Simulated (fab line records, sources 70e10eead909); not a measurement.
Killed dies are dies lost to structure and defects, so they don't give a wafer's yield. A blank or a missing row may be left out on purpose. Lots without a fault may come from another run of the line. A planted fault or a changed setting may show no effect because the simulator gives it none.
fab line records | flow nand_harc
record lots=24 wafers=72 last_day=25
route steps=1159 shown A_STAIRCASE@630 A_SGD_CUT@758
lots that met no fault: from a run of the same line without faults
start_h: hours from the record's first day to the start of the lot's first wafer shown | wait_h: hours since the lot's step before | " the same as in the row above | L1.1+2: a row that stands for several wafers | - no value, or no start given | * or withheld: withheld | < > ~ a bound
route shown NAME@n: a module of which the file shows steps, and the number in the route of the first | usual: mean/standard deviation of fault-free wafers | same: alike in all rows | chamber/n: place in a boat | sites: the reading at each site | _std_site: their standard deviation | _edge_site: outer sites' mean less inner sites' | radius_mm: how far each site lies from the wafer's centre | mask NAME#n: copy n | behind: the tool/chamber that last shaped the wafer | hold: why the lot was held/for how many hours/how that ended | device: the transistor (n, p or np) that didn't switch | end of line: the same wafers' tests at the end of the route | a step without rows: its recipe alone | killed: dies lost to structure and defects at the first sort, not the wafer's yield | map: a wafer's dies, x killed, . not, _ none there
set.NAME: the setting as run; set.NAME@STEP: as run at that earlier step | model.NAME: the simulator's own value behind a step, which no gauge read
steps of the route over a sample of lots; a table a step, a row a wafer
services: from which hour (start_h, from the record's first day; less than 0 if before it) a tool's chamber was out of use, for how many hours, and why
## steps
# step NHARC_A_STAIRCASE_ETCH_236
# recipe target_depth_a=1000 time_s=40.5 ion_energy_ev=400 c4f8_flow_sccm=20 o2_flow_sccm=10 ar_flow_sccm=withheld rf_w=600 bias_w=1000 chemistry=C4F8/O2
# usual oes_product_au=0.944/0.012 rf_vpp_V=896/5.3
# columns lot.wafer tool chamber start_h wait_h oes_product_au rf_hours_counter_h rf_vpp_V
L076.2 rie_diel-02 0 - - 0.955 32 892
L076.1 " 3 " " 0.943 36 887
L076.5 " 1 " " 0.961 - 887
L074.2 rie_diel-03 3 - - 0.953 11 890
L074.1 " 1 " " 0.938 11 898
L074.6 " 2 " " 0.942 - 901
L075.4 rie_diel-02 0 - - 0.946 32 893
L075.6 " 1 " " 0.956 - 888
L075.5 " 2 " " 0.959 - 893
L077.1 rie_diel-11 3 - - 0.927 28 898
L077.6 " 2 " " 0.959 - 902
L077.5 " 3 " " 0.936 - 897
L078.3 rie_diel-03 3 - - 0.926 18 891
L078.2 " 0 " " 0.945 16 897
L078.4 " 3 " " 0.928 - 891
L080.3 rie_diel-02 3 - - 0.953 45 886
L080.6 " 0 " " 0.943 - 892
L080.5 " 1 " " 0.949 - 886
L079.3 rie_diel-03 2 - - 0.937 17 901
L079.1 " 3 " " 0.943 20 892
L079.4 " 2 " " 0.946 - 900
L081.4 rie_diel-11 2 - - 0.973 30 902
L081.2 " 0 " " 0.947 24 898
L081.5 " 3 " " 0.951 - 899
L082.1 rie_diel-02 2 - - 0.938 53 892
L082.2 " 3 " " 0.932 53 885
L082.3 " 1 " " 0.952 50 887
L083.4 rie_diel-11 3 - - 0.955 37 898
L083.1 " 0 " " 0.965 28 897
L083.6 " 1 " " 0.941 - 897
L084.4 rie_diel-11 2 - - 0.967 37 901
L084.2 " 3 " " 0.940 39 898
L084.6 " 3 " " 0.936 - 898
L088.4 rie_diel-03 3 - - 0.941 36 891
L088.5 " 3 " " 0.938 - 891
L088.6 " 0 " " 0.933 - 896
L085.1 rie_diel-03 0 - - 0.926 34 897
L085.2 " 1 " " 0.933 32 897
L085.4 " 2 " " 0.922 34 901
L086.4 rie_diel-11 1 - - 0.927 48 897
L086.1 " 3 " " 0.931 53 897
L086.5 " 1 " " 0.934 - 896
L089.1 rie_diel-11 1 - - 0.940 51 897
L089.2 " 2 " " 0.955 55 900
L089.5 " 0 " " 0.921 - 897
L090.4 rie_diel-03 2 - - 0.919 43 899
L090.2 " 3 " " 0.923 46 890
L090.1 " 0 " " 0.932 42 896
L087.1 rie_diel-03 1 - - 0.956 41 897
L087.2 " 3 " " 0.941 47 890
L087.4 " 0 " " 0.945 43 896
L091.2 rie_diel-02 1 - - 0.934 3 907
L091.3 " 3 " " 0.944 4 907
L091.6 " 1 " " 0.945 - 907
L092.4 rie_diel-02 3 - - 0.946 8 905
L092.1 " 0 " " 0.940 8 892
L092.3 " 1 " " 0.944 8 907
L093.3 rie_diel-11 3 - - 0.943 62 896
L093.5 " 2 " " 0.946 - 899
L093.6 " 3 " " 0.939 - 898
L095.3 rie_diel-03 2 - - 0.934 51 900
L095.6 " 2 " " 0.945 - 901
L095.5 " 3 " " 0.936 - 890
L094.1 rie_diel-02 1 - - 0.941 11 906
L094.2 " 3 " " 0.934 11 906
L094.6 " 1 " " 0.951 - 906
L096.4 rie_diel-02 2 - - 0.972 17 892
L096.2 " 3 " " 0.964 15 905
L096.1 " 1 " " 0.948 18 907
L097.4 rie_diel-02 2 - - 0.963 19 892
L097.2 " 3 " " 0.948 18 907
L097.1 " 0 " " 0.947 18 890
# step NHARC_A_STAIRCASE_DESCUM_291
# recipe time_s=3 o2_flow_sccm=200 ar_flow_sccm=0 bias_power_w=0 chemistry=O2
# usual drypump_motor_current_A=5.8/0.39 oes_product_au=1.002/0.0093 rf_vpp_V=57.8/0.94 showerhead_plenum_p_Torr=1.91/0.085 throttle_valve_pct=11.311/0.01
# columns lot.wafer tool chamber start_h wait_h drypump_motor_current_A oes_product_au rf_hours_counter_h rf_vpp_V showerhead_plenum_p_Torr throttle_valve_pct
L076.2 rie_diel-02 3 257.77 - 6.5 1.000 36 55.8 1.77 11.305
L076.1 " 1 " " 5.1 1.011 32 56.6 1.77 11.298
L076.5 " 3 " " 6.4 0.997 - 56.9 1.77 11.310
L074.1 rie_diel-02 1 258.33 - 5.1 1.008 33 58.3 1.77 11.308
L074.2 " 3 " " 6.4 0.999 36 57.0 1.77 11.320
L074.6 " 1 " " 5.1 1.001 - 56.3 1.77 11.290
L075.4 rie_diel-11 0 258.72 - 6.1 0.989 15 57.6 1.94 11.322
L075.6 " 1 " " 5.8 1.000 - 57.8 1.94 11.310
L075.5 " 2 " " 5.4 1.013 - 57.7 2.00 11.310
L078.2 rie_diel-02 1 277.00 - 5.1 1.020 41 57.0 1.77 11.332
L078.3 " 2 " " 5.7 1.009 45 58.9 1.86 11.310
L078.4 " 3 " " 6.4 1.012 45 55.4 1.76 11.324
L077.1 rie_diel-11 3 277.16 - 5.5 0.992 30 59.8 1.94 11.311
L077.6 " 3 " " 5.5 0.992 - 57.8 1.94 11.296
L077.5 " 0 " " 6.1 0.982 - 57.8 1.93 11.311
L080.3 rie_diel-03 2 281.94 - 5.9 0.990 18 59.0 1.99 11.313
L080.6 " 3 " " 5.7 0.994 - 58.6 1.83 11.307
L080.5 " 0 " " 5.9 1.002 - 57.7 1.91 11.323
L079.4 rie_diel-03 3 283.99 - 5.7 0.989 22 58.0 1.83 11.313
L079.1 " 1 " " 5.6 0.996 18 57.8 1.93 11.317
L079.3 " 2 " " 5.9 0.988 19 57.7 1.99 11.291
L081.2 rie_diel-02 2 290.97 - 5.6 0.999 50 56.0 1.86 11.317
L081.4 " 0 " " 6.3 0.985 46 57.9 1.86 11.301
L081.5 " 2 " " 5.6 1.003 - 57.1 1.86 11.308
L082.1 rie_diel-11 1 303.25 - 5.8 0.987 36 57.6 1.93 11.301
L082.3 " 3 " " 5.5 0.995 39 58.2 1.94 11.315
L082.2 " 0 " " 6.1 1.000 30 58.7 1.93 11.300
L083.1 rie_diel-02 1 304.43 - 5.1 1.021 53 57.8 1.76 11.295
L083.4 " 3 " " 6.4 0.989 54 55.7 1.76 11.316
L083.6 " 1 " " 5.1 1.014 - 56.2 1.76 11.309
L084.2 rie_diel-03 0 312.13 - 5.9 1.010 29 56.4 1.91 11.314
L084.4 " 2 " " 5.9 0.997 29 56.7 1.99 11.316
L084.6 " 1 " " 5.7 1.014 - 58.2 1.93 11.307
L088.4 rie_diel-11 0 330.47 - 6.1 1.013 37 58.2 1.93 11.292
L088.5 " 2 " " 5.4 1.008 - 57.1 1.99 11.320
L088.6 " 3 " " 5.5 0.999 - 57.3 1.94 11.310
L085.1 rie_diel-11 3 335.21 - 5.5 1.009 52 59.3 1.94 11.331
L085.2 " 0 " " 6.1 0.992 40 56.9 1.93 11.314
L085.4 " 1 " " 5.8 0.996 47 59.8 1.93 11.308
L086.1 rie_diel-02 0 342.07 - 6.3 0.990 1 56.7 1.85 11.306
L086.4 " 1 " " 5.1 1.006 1 57.8 2.08 11.313
L086.5 " 2 " " 5.7 1.020 - 57.5 1.85 11.307
L090.1 rie_diel-02 0 350.77 - 6.3 0.997 4 57.5 1.85 11.312
L090.2 " 2 " " 5.6 1.016 5 58.1 1.85 11.332
L090.4 " 3 " " 6.5 0.998 5 56.5 2.08 11.309
L089.1 rie_diel-02 2 350.95 - 5.6 1.002 5 59.1 1.85 11.327
L089.2 " 3 " " 6.4 1.001 5 57.4 2.07 11.305
L089.5 " 0 " " 6.3 0.989 - 57.4 1.85 11.306
L087.4 rie_diel-03 3 352.39 - 5.7 0.993 49 59.5 1.82 11.322
L087.2 " 1 " " 5.6 1.017 43 57.6 1.92 11.304
L087.1 " 2 " " 5.9 0.989 46 58.1 1.98 11.310
L091.3 rie_diel-03 3 354.11 - 5.7 0.997 50 57.7 1.82 11.301
L091.2 " 0 " " 5.9 1.004 46 58.2 1.90 11.303
L091.6 " 3 " " 5.7 0.995 - 57.4 1.82 11.313
L092.1 rie_diel-11 1 363.38 - 5.8 1.000 61 58.0 1.93 11.310
L092.3 " 2 " " 5.4 1.009 63 57.9 1.99 11.320
L092.4 " 0 " " 6.1 0.995 54 57.7 1.92 11.302
L093.3 rie_diel-02 1 364.76 - 5.1 0.999 11 58.3 2.07 11.306
L093.5 " 1 " " 5.1 0.993 - 59.0 2.07 11.314
L093.6 " 2 " " 5.7 1.016 - 58.1 1.85 11.292
L095.3 rie_diel-02 0 369.29 - 6.3 0.998 11 56.6 1.85 11.320
L095.6 " 0 " " 6.3 0.990 - 56.9 1.85 11.316
L095.5 " 1 " " 5.1 1.002 - 58.7 2.07 11.307
L094.1 rie_diel-03 1 371.47 - 5.6 1.004 48 56.8 1.92 11.315
L094.2 " 2 " " 5.9 0.978 51 58.2 1.98 11.305
L094.6 " 1 " " 5.7 1.008 - 57.0 1.92 11.310
L096.1 rie_diel-11 2 390.27 - 5.4 0.995 6 58.3 1.99 11.290
L096.4 " 3 " " 5.5 0.998 5 58.8 1.93 11.325
L096.2 " 0 " " 6.1 0.999 5 57.5 1.92 11.321
L097.1 rie_diel-11 1 398.17 - 5.8 1.014 9 59.6 1.92 11.309
L097.4 " 2 " " 5.3 0.997 8 59.9 1.99 11.323
L097.2 " 3 " " 5.5 1.001 7 56.7 1.93 11.319
# step NHARC_A_STAIRCASE_HM_OPEN_463
# recipe o2_flow_sccm=400 cos_flow_sccm=20 ar_flow_sccm=0 rf_w=500 bias_w=300 chemistry=O2/COS
# usual drypump_motor_current_A=5.8/0.43 oes_product_au=1.003/0.01 rf_vpp_V=467/3.1 showerhead_plenum_p_Torr=3.12/0.14 throttle_valve_pct=28.331/0.0086
# columns lot.wafer tool chamber start_h wait_h drypump_motor_current_A oes_product_au rf_hours_counter_h rf_vpp_V showerhead_plenum_p_Torr throttle_valve_pct
L076.1 rie_diel-02 3 - - 6.5 1.002 38 463 2.90 28.335
L076.2 " 2 " " 5.7 1.022 39 465 3.04 28.340
L076.5 " 3 " " 6.5 1.005 - 462 2.90 28.345
L075.4 rie_diel-11 0 - - 6.1 0.987 17 467 3.16 28.335
L075.6 " 2 " " 5.4 1.006 - 470 3.26 28.335
L075.5 " 3 " " 5.5 0.996 - 469 3.17 28.320
L074.1 rie_diel-03 2 - - 5.9 0.992 12 469 3.25 28.329
L074.2 " 3 " " 5.7 0.997 15 463 3.00 28.332
L074.6 " 2 " " 5.9 1.004 - 470 3.25 28.343
L078.2 rie_diel-02 3 - - 6.5 1.017 47 462 2.89 28.328
L078.3 " 0 " " 6.3 0.999 44 467 3.04 28.333
L078.4 " 1 " " 5.1 1.011 44 462 2.90 28.330
L077.1 rie_diel-11 2 - - 5.4 1.010 30 469 3.26 28.322
L077.5 " 3 " " 5.5 1.004 - 468 3.17 28.347
L077.6 " 0 " " 6.1 1.008 - 469 3.15 28.320
L080.3 rie_diel-02 0 - - 6.3 0.990 46 466 3.04 28.334
L080.5 " 3 " " 6.4 0.997 - 461 2.89 28.333
L080.6 " 0 " " 6.3 0.981 - 464 3.04 28.331
L079.1 rie_diel-11 2 - - 5.4 1.012 34 470 3.25 28.325
L079.3 " 3 " " 5.5 0.991 36 467 3.17 28.326
L079.4 " 1 " " 5.8 1.007 34 467 3.15 28.334
L081.4 rie_diel-02 3 - - 6.5 0.992 53 462 2.89 28.329
L081.2 " 1 " " 5.1 1.034 51 462 2.89 28.321
L081.5 " 3 " " 6.5 1.007 - 462 2.89 28.335
L082.3 rie_diel-02 0 - - 6.3 1.002 54 465 3.03 28.331
L082.2 " 1 " " 5.1 1.029 55 462 2.89 28.316
L082.1 " 2 " " 5.7 1.005 57 465 3.04 28.320
L083.1 rie_diel-11 2 - - 5.4 1.010 42 470 3.25 28.331
L083.4 " 1 " " 5.8 1.000 39 468 3.15 28.331
L083.6 " 3 " " 5.5 0.998 - 468 3.16 28.339
L084.2 rie_diel-02 2 - - 5.7 1.000 59 466 3.03 28.333
L084.4 " 3 " " 6.5 1.009 58 463 2.89 28.331
L084.6 " 2 " " 5.7 0.997 - 466 3.04 28.339
L088.4 rie_diel-02 1 - - 5.1 1.001 0 472 3.37 28.339
L088.6 " 2 " " 5.7 1.011 - 464 3.03 28.346
L088.5 " 3 " " 6.5 1.011 - 473 3.37 28.334
L085.4 rie_diel-02 0 - - 6.3 1.008 1 466 3.03 28.319
L085.2 " 1 " " 5.1 1.007 1 474 3.37 28.344
L085.1 " 2 " " 5.6 1.017 1 465 3.03 28.326
L086.4 rie_diel-03 1 - - 5.7 1.010 42 467 3.13 28.318
L086.1 " 2 " " 5.9 1.003 44 471 3.23 28.345
L086.5 " 1 " " 5.6 1.009 - 466 3.13 28.331
L089.1 rie_diel-02 0 - - 6.3 1.000 9 466 3.02 28.357
L089.2 " 1 " " 5.1 1.018 10 473 3.37 28.344
L089.5 " 0 " " 6.3 1.013 - 465 3.02 28.331
L090.4 rie_diel-03 2 - - 5.9 0.995 50 469 3.23 28.347
L090.2 " 3 " " 5.7 1.000 52 464 2.98 28.328
L090.1 " 1 " " 5.6 1.014 47 468 3.13 28.324
L087.2 rie_diel-11 0 - - 6.1 0.994 53 466 3.14 28.326
L087.4 " 2 " " 5.4 1.002 62 468 3.24 28.319
L087.1 " 3 " " 5.5 0.994 63 468 3.15 28.335
L091.2 rie_diel-11 1 - - 5.9 1.004 60 468 3.14 28.314
L091.3 " 3 " " 5.5 0.997 64 467 3.15 28.317
L091.6 " 1 " " 5.9 1.007 - 467 3.14 28.321
L092.1 rie_diel-02 1 - - 5.1 1.011 13 472 3.37 28.348
L092.4 " 2 " " 5.7 1.009 13 465 3.03 28.322
L092.3 " 0 " " 6.3 0.998 12 466 3.02 28.331
L093.3 rie_diel-03 1 - - 5.6 1.008 48 467 3.13 28.336
L093.5 " 2 " " 5.9 0.995 - 471 3.23 28.340
L093.6 " 3 " " 5.7 0.997 - 465 2.98 28.325
L095.3 rie_diel-02 3 - - 6.5 0.995 13 473 3.37 28.311
L095.6 " 3 " " 6.5 0.999 - 472 3.37 28.327
L095.5 " 0 " " 6.3 0.991 - 465 3.02 28.326
L094.1 rie_diel-03 3 - - 5.7 0.982 56 464 2.98 28.326
L094.2 " 1 " " 5.7 1.000 51 468 3.13 28.328
L094.6 " 3 " " 5.7 0.986 - 464 2.98 28.324
L096.1 rie_diel-02 2 - - 5.7 1.019 20 465 3.02 28.324
L096.2 " 3 " " 6.5 0.997 18 473 3.36 28.332
L096.4 " 0 " " 6.3 0.990 19 466 3.02 28.325
L097.4 rie_diel-11 2 - - 5.4 1.000 12 469 3.23 28.329
L097.1 " 0 " " 6.0 1.006 12 468 3.13 28.345
L097.2 " 1 " " 5.9 1.003 12 468 3.13 28.349
# step NHARC_A_STAIRCASE_ETCH_444
# recipe target_depth_a=1.02e+05 time_s=3400 c4f8_flow_sccm=20 o2_flow_sccm=10 ar_flow_sccm=withheld rf_w=600 bias_w=1000 chemistry=C4F8/O2
# usual oes_product_au=0.936/0.019 rf_vpp_V=808/4.2
# columns lot.wafer tool chamber start_h wait_h oes_product_au rf_hours_counter_h rf_vpp_V
L076.1 rie_diel-11 2 306.23 0.1 0.929 38 812
L076.2 " 0 " " 0.926 31 807
L076.5 " 3 " " 0.926 - 809
L075.4 rie_diel-03 0 306.86 0.3 0.924 27 807
L075.6 " 3 " " 0.920 - 802
L075.5 " 0 " " 0.927 - 808
L074.1 rie_diel-11 0 312.51 0.5 0.929 32 808
L074.2 " 1 " " 0.918 39 808
L074.6 " 3 " " 0.912 - 809
L077.1 rie_diel-02 2 326.90 0.3 0.925 61 804
L077.5 " 1 " " 0.936 - 798
L077.6 " 2 " " 0.929 - 803
L080.3 rie_diel-03 1 331.22 0.4 0.936 33 808
L080.5 " 0 " " 0.921 - 806
L080.6 " 1 " " 0.940 - 808
L079.1 rie_diel-11 3 331.64 0.4 0.920 48 810
L079.3 " 0 " " 0.920 38 809
L079.4 " 1 " " 0.909 45 808
L078.3 rie_diel-03 3 332.65 1.8 0.915 40 802
L078.4 " 0 " " 0.925 37 807
L078.2 " 1 " " 0.936 35 808
L081.4 rie_diel-11 0 343.97 0.1 0.923 44 808
L081.2 " 1 " " 0.926 51 808
L081.5 " 0 " " 0.921 - 808
L083.1 rie_diel-02 1 357.04 0.1 0.978 8 816
L083.4 " 3 " " 0.973 9 814
L083.6 " 1 " " 0.989 - 815
L082.1 rie_diel-11 1 357.44 0.3 0.924 59 808
L082.2 " 2 " " 0.943 62 812
L082.3 " 3 " " 0.916 63 808
L084.2 rie_diel-03 2 357.63 0.3 0.921 49 811
L084.4 " 0 " " 0.928 48 807
L084.6 " 2 " " 0.927 - 809
L085.1 rie_diel-02 0 378.07 0.1 0.924 14 804
L085.4 " 2 " " 0.932 15 803
L085.2 " 3 " " 0.926 14 816
L088.4 rie_diel-11 0 378.46 0.8 0.975 0 808
L088.5 " 1 " " 0.964 - 807
L088.6 " 2 " " 0.969 - 812
L086.4 rie_diel-11 1 388.57 0.1 0.991 4 807
L086.1 " 2 " " 0.979 5 812
L086.5 " 2 " " 0.976 - 811
L087.2 rie_diel-02 1 399.01 0.3 0.923 23 816
L087.4 " 2 " " 0.930 22 804
L087.1 " 3 " " 0.922 21 816
L090.4 rie_diel-11 3 399.05 0.4 0.939 8 809
L090.2 " 0 " " 0.947 8 807
L090.1 " 1 " " 0.953 9 808
L089.1 rie_diel-02 3 400.32 1.6 0.925 22 814
L089.2 " 0 " " 0.933 23 802
L089.5 " 3 " " 0.925 - 815
L091.3 rie_diel-11 0 400.98 2.2 0.950 9 808
L091.2 " 1 " " 0.959 10 807
L091.6 " 0 " " 0.942 - 806
L094.1 rie_diel-11 2 415.84 0.1 0.924 15 811
L094.2 " 1 " " 0.933 15 809
L094.6 " 2 " " 0.928 - 810
L095.3 rie_diel-02 0 415.89 0.1 0.928 28 802
L095.6 " 0 " " 0.921 - 804
L095.5 " 1 " " 0.926 - 814
L092.1 rie_diel-03 0 416.02 0.3 0.948 5 804
L092.3 " 1 " " 0.951 5 808
L092.4 " 2 " " 0.950 4 812
L093.3 rie_diel-03 2 417.48 1.7 0.974 5 811
L093.5 " 1 " " 0.962 - 806
L093.6 " 2 " " 0.962 - 811
L096.1 rie_diel-11 3 437.89 0.1 0.926 24 807
L096.4 " 0 " " 0.937 22 807
L096.2 " 1 " " 0.933 21 808
L097.1 rie_diel-02 1 448.87 0.1 0.942 43 816
L097.4 " 2 " " 0.939 42 805
L097.2 " 3 " " 0.913 41 815
# step NHARC_A_STAIRCASE_CMP_450
# recipe target_thk_nm=200 material=SiO2
# usual motor_current_A=12.0/1 slurry_filter_dp_kPa=13.51/0.12
# columns lot.wafer tool chamber start_h wait_h motor_current_A slurry_filter_dp_kPa
L076.2 cmp-03 1 309.31 - 12.8 13.60
L076.1 " 3 " " 11.4 13.48
L076.5 " 2 " " 11.1 13.49
L075.4 cmp-02 3 309.70 - 12.6 13.26
L075.6 " 1 " " 13.4 13.41
L075.5 " 2 " " 11.1 13.45
L074.1 cmp-02 1 315.09 - 12.9 13.45
L074.2 " 3 " " 12.1 13.71
L074.6 " 2 " " 12.4 13.58
L077.1 cmp-01 0 329.79 - 11.8 13.32
L077.6 " 0 " " 11.4 13.60
L077.5 " 1 " " 13.2 13.47
L080.3 cmp-03 1 334.04 - 12.7 13.60
L080.6 " 1 " " 13.6 13.44
L080.5 " 2 " " 11.7 13.66
L079.1 cmp-01 3 334.50 - 12.0 13.66
L079.3 " 0 " " 12.0 13.41
L079.4 " 1 " " 13.3 13.61
L078.2 cmp-02 3 335.52 - 13.9 13.47
L078.3 " 0 " " 9.8 13.71
L078.4 " 2 " " 12.1 13.56
L081.2 cmp-02 3 347.06 - 12.9 13.36
L081.4 " 0 " " 9.6 13.40
L081.5 " 2 " " 11.6 13.62
L083.1 cmp-03 3 360.11 - 11.6 13.38
L083.4 " 1 " " 12.7 13.55
L083.6 " 2 " " 12.0 13.38
L082.3 cmp-02 3 360.46 - 13.0 13.59
L082.2 " 0 " " 10.0 13.60
L082.1 " 2 " " 11.1 13.60
L084.4 cmp-03 3 360.70 - 11.6 13.53
L084.2 " 0 " " 11.9 13.45
L084.6 " 2 " " 12.1 13.64
L088.4 cmp-03 3 380.82 - 11.8 13.58
L088.6 " 2 " " 12.6 13.50
L088.5 " 3 " " 11.0 13.63
L085.4 cmp-01 0 381.14 - 11.4 13.75
L085.1 " 1 " " 13.8 13.70
L085.2 " 2 " " 10.9 13.58
L086.4 cmp-01 2 391.68 - 10.5 13.36
L086.1 " 0 " " 11.4 13.55
L086.5 " 2 " " 10.7 13.32
L087.4 cmp-02 0 401.81 - 10.2 13.36
L087.2 " 1 " " 13.2 13.32
L087.1 " 2 " " 11.0 13.71
L090.1 cmp-01 3 402.10 - 12.4 13.82
L090.2 " 1 " " 12.7 13.59
L090.4 " 2 " " 10.7 13.45
L089.2 cmp-02 3 403.38 - 12.7 13.58
L089.1 " 0 " " 10.3 13.63
L089.5 " 3 " " 12.7 13.63
L091.3 cmp-03 2 403.81 - 11.3 13.57
L091.2 " 0 " " 12.8 13.40
L091.6 " 1 " " 12.7 13.43
L092.3 cmp-03 1 418.87 - 12.1 13.85
L092.4 " 2 " " 10.8 13.67
L092.1 " 0 " " 12.5 13.31
L094.2 cmp-01 2 418.92 - 11.2 13.56
L094.1 " 3 " " 12.0 13.45
L094.6 " 2 " " 11.1 13.41
L095.3 cmp-02 3 419.20 - 11.6 13.49
L095.6 " 0 " " 11.3 13.35
L095.5 " 1 " " 12.8 13.52
L093.3 cmp-02 1 420.37 - 13.4 13.54
L093.6 " 2 " " 12.2 13.39
L093.5 " 3 " " 12.6 13.45
L096.1 cmp-03 0 440.98 - 12.6 13.48
L096.2 " 1 " " 12.8 13.35
L096.4 " 2 " " 11.1 13.58
L097.2 cmp-02 1 452.07 - 13.4 13.54
L097.4 " 2 " " 10.5 13.27
L097.1 " 3 " " 13.4 13.58
# step NHARC_A_SGD_CUT_CD_MEAS_09
# recipe target_cd_nm=100 landing_energy_ev=500
# usual cd_nm=100.0/0.56
# columns lot.wafer tool chamber start_h wait_h cd_nm
L076.1 cd_sem-02 0 311.95 - 99.4
L076.2 " 0 " " 99.6
L076.5 " 0 " " 99.5
L075.4 cd_sem-02 0 312.17 - 100.0
L075.5 " 0 " " 99.7
L075.6 " 0 " " 100.1
L074.1 cd_sem-03 0 317.68 - 98.6
L074.2 " 0 " " 99.3
L074.6 " 0 " " 99.0
L077.1 cd_sem-02 0 333.03 - 100.1
L077.5 " 0 " " 99.8
L077.6 " 0 " " 99.8
L080.3 cd_sem-03 0 336.69 - 100.4
L080.5 " 0 " " 99.3
L080.6 " 0 " " 100.4
L079.1 cd_sem-02 0 337.45 - 99.4
L079.3 " 0 " " 99.7
L079.4 " 0 " " 99.6
L078.2 cd_sem-02 0 338.13 - 99.7
L078.3 " 0 " " 99.7
L078.4 " 0 " " 100.3
L081.2 cd_sem-03 0 349.64 - 99.5
L081.4 " 0 " " 99.1
L081.5 " 0 " " 98.9
L083.1 cd_sem-02 0 362.77 - 99.8
L083.4 " 0 " " 100.1
L083.6 " 0 " " 99.8
L082.1 cd_sem-02 0 363.19 - 100.3
L082.2 " 0 " " 100.7
L082.3 " 0 " " 100.7
L084.2 cd_sem-03 0 363.52 - 99.0
L084.4 " 0 " " 100.5
L084.6 " 0 " " 99.4
L088.4 cd_sem-02 0 383.43 - 100.7
L088.5 " 0 " " 100.5
L088.6 " 0 " " 100.2
L085.1 cd_sem-03 0 383.71 - 100.1
L085.2 " 0 " " 100.7
L085.4 " 0 " " 101.0
L086.1 cd_sem-03 0 394.15 - 99.9
L086.4 " 0 " " 100.5
L086.5 " 0 " " 99.5
L087.1 cd_sem-02 0 404.49 - 99.9
L087.2 " 0 " " 100.3
L087.4 " 0 " " 100.2
L090.1 cd_sem-01 0 404.76 - 100.8
L090.2 " 0 " " 100.7
L090.4 " 0 " " 100.4
L089.1 cd_sem-01 0 405.95 - 99.6
L089.2 " 0 " " 99.3
L089.5 " 0 " " 99.4
L091.2 cd_sem-01 0 406.39 - 100.6
L091.3 " 0 " " 100.3
L091.6 " 0 " " 101.1
L092.1 cd_sem-03 0 421.36 - 100.0
L092.3 " 0 " " 99.1
L092.4 " 0 " " 99.1
L094.1 cd_sem-03 0 421.53 - 101.3
L094.2 " 0 " " 99.7
L094.6 " 0 " " 99.7
L095.3 cd_sem-01 0 421.79 - 99.9
L095.5 " 0 " " 100.1
L095.6 " 0 " " 100.3
L093.3 cd_sem-03 0 422.95 - 100.3
L093.5 " 0 " " 99.8
L093.6 " 0 " " 99.7
L096.1 cd_sem-01 0 443.61 - 100.4
L096.2 " 0 " " 100.9
L096.4 " 0 " " 99.8
L097.1 cd_sem-03 0 454.52 - 100.5
L097.2 " 0 " " 100.3
L097.4 " 0 " " 101.7
## services
# columns tool chamber start_h hours kind
cmp-02 - 228.11 4.0 pm
rie_diel-03 2 233.58 4.2 repair
cmp-03 - 245.07 38.1 repair
rie_diel-03 0 259.93 7.7 repair
rie_diel-03 1 267.17 12.7 repair
rie_diel-11 - 272.47 0.4 repair
cmp-02 - 319.50 1.3 repair
cmp-02 - 326.11 4.0 pm
rie_diel-02 - 328.06 9.0 pm
rie_diel-11 - 339.93 0.7 repair
cmp-02 - 353.87 1.2 repair
rie_diel-03 1 362.93 8.5 repair
rie_diel-11 - 368.53 9.0 pm
cmp-03 - 381.16 4.0 pm
cmp-03 - 391.96 2.9 repair
rie_diel-03 - 392.40 9.0 pm
rie_diel-11 2 393.87 1.4 repair
cmp-02 - 395.13 0.6 repair
cmp-02 - 412.38 2.1 repair
cmp-02 - 424.11 4.0 pm
cmp-02 - 430.19 5.5 repair
rie_diel-11 3 441.22 4.3 repair
cmp-02 - 446.19 0.7 repair
cmp-03 - 449.40 11.6 repair
## key
fault none
